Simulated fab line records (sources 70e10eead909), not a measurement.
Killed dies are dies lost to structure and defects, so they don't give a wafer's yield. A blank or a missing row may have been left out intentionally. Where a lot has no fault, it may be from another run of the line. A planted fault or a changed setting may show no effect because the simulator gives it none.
Which tool was responsible? | flow nandHarc | Sampling: 24 lots, 72 wafers, 2 of 1302 route steps

== WHAT THE GAUGES READ, wafer by wafer ==
NHARC_A_CONTACT_CD_MEAS_80. Usual: 289.3 nm for cdNm, sd 0.83.
lot  | measured     | on       | cdNm (nm)         | flag
L074 | day 22 01:02 | cdSem-01 | 289.1 289.7 289.4 | 
L076 | day 22 17:25 | cdSem-01 | 289.4 290.2 290.1 | 
L077 | day 22 20:45 | cdSem-02 | 289.3 288.6 289.4 | 
L078 | day 23 12:26 | cdSem-01 | 288.4 289.6 289.3 | 
L079 | day 24 00:41 | cdSem-03 | 290.2 290.4 290.6 | 
L081 | day 25 01:45 | cdSem-03 | 290.2 289.0 289.5 | 
L075 | day 25 04:40 | cdSem-01 | 289.0 288.7 290.0 | 
L080 | day 25 09:20 | cdSem-03 | 289.7 289.8 289.9 | 
L082 | day 25 16:25 | cdSem-01 | 288.8 289.6 288.6 | 
L083 | day 25 23:07 | cdSem-01 | 289.3 289.9 290.0 | 
L084 | day 25 23:57 | cdSem-03 | 286.8 286.6 287.3 | 
L085 | day 26 21:14 | cdSem-01 | 289.7 289.6 289.8 | 
L086 | day 27 06:58 | cdSem-01 | 287.5 288.7 288.0 | 
L087 | day 27 21:34 | cdSem-03 | 288.1 289.0 289.6 | 
L090 | day 28 04:04 | cdSem-03 | 288.8 288.2 289.1 | 
L089 | day 28 04:25 | cdSem-03 | 288.9 289.4 288.8 | 
L088 | day 28 12:42 | cdSem-03 | 288.9 289.0 288.9 | 
L092 | day 28 16:58 | cdSem-01 | 289.7 290.4 288.8 | 
L091 | day 28 19:42 | cdSem-03 | 289.9 289.7 289.7 | 
L093 | day 29 17:32 | cdSem-03 | 288.5 289.5 288.3 | 
L095 | day 31 00:44 | cdSem-02 | 289.3 290.3 289.8 | 
L096 | day 31 04:03 | cdSem-01 | 289.0 289.2 289.6 | 
L094 | day 31 08:55 | cdSem-03 | 289.7 290.2 290.9 | 
L097 | day 31 12:19 | cdSem-01 | 290.6 290.3 290.0 | 

== WHAT TOOL EACH LOT RAN ON (gives the tool, then ch and the chambers of the sampled wafers, and finally the start) ==
lot  | NHARC_A_CONTACT_ETCH_133
L074 | harCapEtch-02 ch 0,1, day 22 00:06
L076 | harCapEtch-01 ch 0,1, day 22 16:25
L077 | harCapEtch-03 ch 0,1, day 22 19:01
L078 | harCapEtch-02 ch 0,1, day 23 11:25
L079 | harCapEtch-02 ch 0,1, day 23 23:49
L081 | harCapEtch-02 ch 0,1, day 24 23:38
L075 | harCapEtch-02 ch 0,1, day 25 03:38
L080 | harCapEtch-01 ch 0,1, day 25 08:25
L082 | harCapEtch-01 ch 0,1, day 25 15:23
L083 | harCapEtch-01 ch 0,1, day 25 22:07
L084 | harCapEtch-03 ch 0,1, day 25 22:56
L085 | harCapEtch-03 ch 0,1, day 26 20:19
L086 | harCapEtch-02 ch 0,1, day 27 05:33
L087 | harCapEtch-01 ch 0,1, day 27 20:34
L090 | harCapEtch-03 ch 0,1, day 28 03:08
L089 | harCapEtch-01 ch 0,1, day 28 03:29
L088 | harCapEtch-02 ch 0,1, day 28 11:32
L092 | harCapEtch-03 ch 0,1, day 28 15:58
L091 | harCapEtch-01 ch 0,1, day 28 18:33
L093 | harCapEtch-03 ch 0,1, day 29 16:44
L095 | harCapEtch-03 ch 0,1, day 30 23:46
L096 | harCapEtch-01 ch 0,1, day 31 03:02
L094 | harCapEtch-03 ch 0,1, day 31 07:55
L097 | harCapEtch-01 ch 1, day 31 11:19
- NHARC_A_CONTACT_ETCH_133: etches the open film in C4F8/O2/Ar, time 374 s, target depth 1610 nm.

== AS READ BY THE TOOLS THEMSELVES (means over the sampled wafers that have a number; for cases with no such wafer, the mark the record gives instead) ==
NHARC_A_CONTACT_ETCH_133. Usual: 1.000 a.u. for oesAirLineAu, sd 0.018.
lot  | tool          | oesAirLineAu (a.u.) | flag
L074 | harCapEtch-02 | 1.007               | 
L076 | harCapEtch-01 | 1.001               | 
L077 | harCapEtch-03 | 1.022               | 
L078 | harCapEtch-02 | 0.972               | 
L079 | harCapEtch-02 | 0.997               | 
L081 | harCapEtch-02 | 0.977               | 
L075 | harCapEtch-02 | 0.985               | 
L080 | harCapEtch-01 | 1.009               | 
L082 | harCapEtch-01 | 0.991               | 
L083 | harCapEtch-01 | 0.987               | 
L084 | harCapEtch-03 | 0.998               | 
L085 | harCapEtch-03 | 0.986               | 
L086 | harCapEtch-02 | 1.006               | 
L087 | harCapEtch-01 | 1.000               | 
L090 | harCapEtch-03 | 1.007               | 
L089 | harCapEtch-01 | 1.006               | 
L088 | harCapEtch-02 | 0.987               | 
L092 | harCapEtch-03 | 1.005               | 
L091 | harCapEtch-01 | 1.007               | 
L093 | harCapEtch-03 | 0.973               | 
L095 | harCapEtch-03 | 1.011               | 
L096 | harCapEtch-01 | 0.986               | 
L094 | harCapEtch-03 | 1.036               | 
L097 | harCapEtch-01 | 0.984               | 

== THE ANSWER, worked out from the rows above alone ==
Rule: lot off if the mean of its wafers having a number is beyond 3 standard deviations from the usual mean. A lot without any number at a reading at which 4 lots or more have one is off too. Any other lot the step has rows for is counted as sound. The gauges are gone through in route order, then the tools' own readings, and for those a lot's mean is taken as printed above. The first step at which some lot is off is used, and at that step the reading that is off furthest; a lot without a number counts as furthest.
Nothing can be told from this: no lot is off at any reading shown.

== WHAT WAS PUT IN BY THE SIMULATOR ==
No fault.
